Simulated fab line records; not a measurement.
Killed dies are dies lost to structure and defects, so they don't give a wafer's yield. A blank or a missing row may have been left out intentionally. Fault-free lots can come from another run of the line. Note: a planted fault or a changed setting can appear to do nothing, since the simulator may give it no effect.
The tool behind it: which one? / flow nand-harc / Sampling: 14 lots, 42 wafers, 5 of 1302 route steps

WHAT THE GAUGES SHOWED, per wafer
NHARC_A_ONON_D1_THK_MEAS_02: measures by ellipsometry. Usual: thk-nm 998 nm, standard deviation 8.1.
lot=L805; measured=day 8 01:37; on=film-metro-02; thk-nm (nm)=995 997 996; flag=
lot=L806; measured=day 8 07:49; on=film-metro-01; thk-nm (nm)=997 998 997; flag=
lot=L807; measured=day 9 01:11; on=film-metro-02; thk-nm (nm)=993 991 991; flag=
lot=L809; measured=day 9 14:31; on=film-metro-01; thk-nm (nm)=999 1000 1002; flag=
lot=L810; measured=day 9 18:19; on=film-metro-01; thk-nm (nm)=1012 1013 1012; flag=
lot=L811; measured=day 10 06:45; on=film-metro-01; thk-nm (nm)=1013 1012 1012; flag=
lot=L812; measured=day 11 00:13; on=film-metro-02; thk-nm (nm)=999 999 999; flag=
lot=L814; measured=day 11 15:24; on=film-metro-02; thk-nm (nm)=980 978 977; flag=
lot=L817; measured=day 12 20:08; on=film-metro-01; thk-nm (nm)=999 999 999; flag=
lot=L819; measured=day 13 18:26; on=film-metro-01; thk-nm (nm)=1001 1003 1002; flag=
lot=L821; measured=day 14 12:32; on=film-metro-01; thk-nm (nm)=1007 1008 1010; flag=
lot=L822; measured=day 15 00:13; on=film-metro-02; thk-nm (nm)=999 999 998; flag=
lot=L827; measured=day 16 21:38; on=film-metro-01; thk-nm (nm)=1003 1006 1005; flag=
lot=L828; measured=day 17 05:20; on=film-metro-02; thk-nm (nm)=995 994 995; flag=

NHARC_A_ONON_D1_THK_MEAS_05: measures by ellipsometry. Usual: thk-nm 1001 nm, standard deviation 9.
lot=L805; measured=day 8 02:11; on=film-metro-02; thk-nm (nm)=1002 1001 1000; flag=
lot=L806; measured=day 8 08:25; on=film-metro-02; thk-nm (nm)=1014 1015 1015; flag=
lot=L807; measured=day 9 01:45; on=film-metro-01; thk-nm (nm)=1005 1006 1006; flag=
lot=L809; measured=day 9 15:05; on=film-metro-01; thk-nm (nm)=995 994 994; flag=
lot=L810; measured=day 9 18:53; on=film-metro-01; thk-nm (nm)=986 987 987; flag=
lot=L811; measured=day 10 07:19; on=film-metro-02; thk-nm (nm)=984 985 984; flag=
lot=L812; measured=day 11 00:47; on=film-metro-02; thk-nm (nm)=1012 1014 1015; flag=
lot=L814; measured=day 11 15:58; on=film-metro-01; thk-nm (nm)=1017 1018 1016; flag=
lot=L817; measured=day 12 20:43; on=film-metro-02; thk-nm (nm)=986 984 986; flag=
lot=L819; measured=day 13 19:00; on=film-metro-02; thk-nm (nm)=1409 1003 1001; flag=OFF
lot=L821; measured=day 14 13:07; on=film-metro-02; thk-nm (nm)=996 996 998; flag=
lot=L822; measured=day 15 00:46; on=film-metro-02; thk-nm (nm)=1420 1011 1008; flag=OFF
lot=L827; measured=day 16 22:11; on=film-metro-01; thk-nm (nm)=998 998 999; flag=
lot=L828; measured=day 17 05:54; on=film-metro-01; thk-nm (nm)=1010 1012 1009; flag=

NHARC_END_SORT_01. Usual: killed-at-array 59, standard deviation 20; killed-at-other 0.8, standard deviation 1; killed-at-periphery 3.2, standard deviation 2.1; killed-dies 63, standard deviation 21; killed-open 3.0, standard deviation 1.9; killed-short 2.3, standard deviation 1.5.
lot=L819; measured=day 30 06:14; on=prober-01; killed-at-array=671 78 66; killed-at-other=0 0 0; killed-at-periphery=6 5 9; killed-dies=677 83 75; killed-open=9 3 5; killed-short=2 2 4; flag=OFF
lot=L822; measured=day 31 09:19; on=prober-01; killed-at-array=674 60 66; killed-at-other=0 2 0; killed-at-periphery=3 1 1; killed-dies=677 63 67; killed-open=1 3 3; killed-short=2 2 2; flag=OFF

TOOL THAT RAN EACH LOT (tool first, then ch and the chambers of the sampled wafers, then the start)
lot=L805; NHARC_P_BONDPAD_PVD_27=pvd-sputter-03, day 8 01:37 or earlier; NHARC_A_ONON_D1_DEP_03=pecvd-onon-02 ch 0, day 8 01:44
lot=L806; NHARC_P_BONDPAD_PVD_27=pvd-sputter-03, day 8 07:49 or earlier; NHARC_A_ONON_D1_DEP_03=pecvd-onon-04 ch 0, day 8 07:53
lot=L807; NHARC_P_BONDPAD_PVD_27=pvd-sputter-01, day 9 01:11 or earlier; NHARC_A_ONON_D1_DEP_03=pecvd-onon-03 ch 0, day 9 01:14
lot=L809; NHARC_P_BONDPAD_PVD_27=pvd-sputter-02, day 9 14:31 or earlier; NHARC_A_ONON_D1_DEP_03=pecvd-onon-03 ch 0, day 9 14:34
lot=L810; NHARC_P_BONDPAD_PVD_27=pvd-sputter-02, day 9 18:19 or earlier; NHARC_A_ONON_D1_DEP_03=pecvd-onon-03 ch 0, day 9 18:26
lot=L811; NHARC_P_BONDPAD_PVD_27=pvd-sputter-01, day 10 06:45 or earlier; NHARC_A_ONON_D1_DEP_03=pecvd-onon-03 ch 0, day 10 06:49
lot=L812; NHARC_P_BONDPAD_PVD_27=pvd-sputter-02, day 11 00:13 or earlier; NHARC_A_ONON_D1_DEP_03=pecvd-onon-04 ch 0, day 11 00:16
lot=L814; NHARC_P_BONDPAD_PVD_27=pvd-sputter-01, day 11 15:24 or earlier; NHARC_A_ONON_D1_DEP_03=pecvd-onon-04 ch 0, day 11 15:31
lot=L817; NHARC_P_BONDPAD_PVD_27=pvd-sputter-01, day 12 20:08 or earlier; NHARC_A_ONON_D1_DEP_03=pecvd-onon-02 ch 0, day 12 20:12
lot=L819; NHARC_P_BONDPAD_PVD_27=pvd-sputter-01, day 13 18:26 or earlier; NHARC_A_ONON_D1_DEP_03=pecvd-onon-03 ch 0, day 13 18:32
lot=L821; NHARC_P_BONDPAD_PVD_27=pvd-sputter-02, day 14 12:32 or earlier; NHARC_A_ONON_D1_DEP_03=pecvd-onon-04 ch 0, day 14 12:43
lot=L822; NHARC_P_BONDPAD_PVD_27=pvd-sputter-03, day 15 00:13 or earlier; NHARC_A_ONON_D1_DEP_03=pecvd-onon-03 ch 0, day 15 00:19
lot=L827; NHARC_P_BONDPAD_PVD_27=pvd-sputter-01, day 16 21:38 or earlier; NHARC_A_ONON_D1_DEP_03=pecvd-onon-02 ch 0, day 16 21:41
lot=L828; NHARC_P_BONDPAD_PVD_27=pvd-sputter-01, day 17 05:20 or earlier; NHARC_A_ONON_D1_DEP_03=pecvd-onon-03 ch 0, day 17 05:26
- NHARC_P_BONDPAD_PVD_27: deposits Cu, target thk 30 nm, time 20.49 s.
- NHARC_A_ONON_D1_DEP_03: target thk 1000 nm.

WHAT THE TOOLS THEMSELVES READ (means of the sampled wafers that have a number; where no wafer has one, the mark that the record gives instead)
NHARC_P_BONDPAD_PVD_27. Usual: throttle-valve-pct 29.8 %, standard deviation 0.83.
lot=L805; tool=pvd-sputter-03; throttle-valve-pct (%)=29.5; flag=
lot=L806; tool=pvd-sputter-03; throttle-valve-pct (%)=29.6; flag=
lot=L807; tool=pvd-sputter-01; throttle-valve-pct (%)=29.3; flag=
lot=L809; tool=pvd-sputter-02; throttle-valve-pct (%)=30.1; flag=
lot=L810; tool=pvd-sputter-02; throttle-valve-pct (%)=29.4; flag=
lot=L811; tool=pvd-sputter-01; throttle-valve-pct (%)=29.2; flag=
lot=L812; tool=pvd-sputter-02; throttle-valve-pct (%)=30.5; flag=
lot=L814; tool=pvd-sputter-01; throttle-valve-pct (%)=29.3; flag=
lot=L817; tool=pvd-sputter-01; throttle-valve-pct (%)=29.6; flag=
lot=L819; tool=pvd-sputter-01; throttle-valve-pct (%)=29.4; flag=
lot=L821; tool=pvd-sputter-02; throttle-valve-pct (%)=29.8; flag=
lot=L822; tool=pvd-sputter-03; throttle-valve-pct (%)=30.3; flag=
lot=L827; tool=pvd-sputter-01; throttle-valve-pct (%)=28.8; flag=
lot=L828; tool=pvd-sputter-01; throttle-valve-pct (%)=29.5; flag=

THE ANSWER, worked out from the rows above alone
Rule: lot off if the mean of its wafers having a number is beyond 3 standard deviations from the usual mean. A lot without any number at a reading at which 4 lots or more have one is off too. Any other lot the step has rows for is counted as sound. First the gauges in route order, then the tools' own readings, where a lot's mean is used as printed above. The first step at which some lot is off is used, and at that step the reading that is off furthest; a lot without a number counts as furthest.
Off, at NHARC_A_ONON_D1_THK_MEAS_05 on thk-nm: L819, L822.
A tool fits if, at a process step before that reading, it ran every lot that is off, and no sound lot after the first of them. The gauges at NHARC_A_ONON_D1_THK_MEAS_05 aren't tried: what is off there is off at NHARC_END_SORT_01 too, on other tools, and a gauge's error can't cause that. NHARC_P_BONDPAD_PVD_27 gives no start for some lots, so the hours and the order of its lots are those of NHARC_A_ONON_D1_THK_MEAS_02. None of those tried fits.

WHAT HAD BEEN PUT IN BY THE SIMULATOR
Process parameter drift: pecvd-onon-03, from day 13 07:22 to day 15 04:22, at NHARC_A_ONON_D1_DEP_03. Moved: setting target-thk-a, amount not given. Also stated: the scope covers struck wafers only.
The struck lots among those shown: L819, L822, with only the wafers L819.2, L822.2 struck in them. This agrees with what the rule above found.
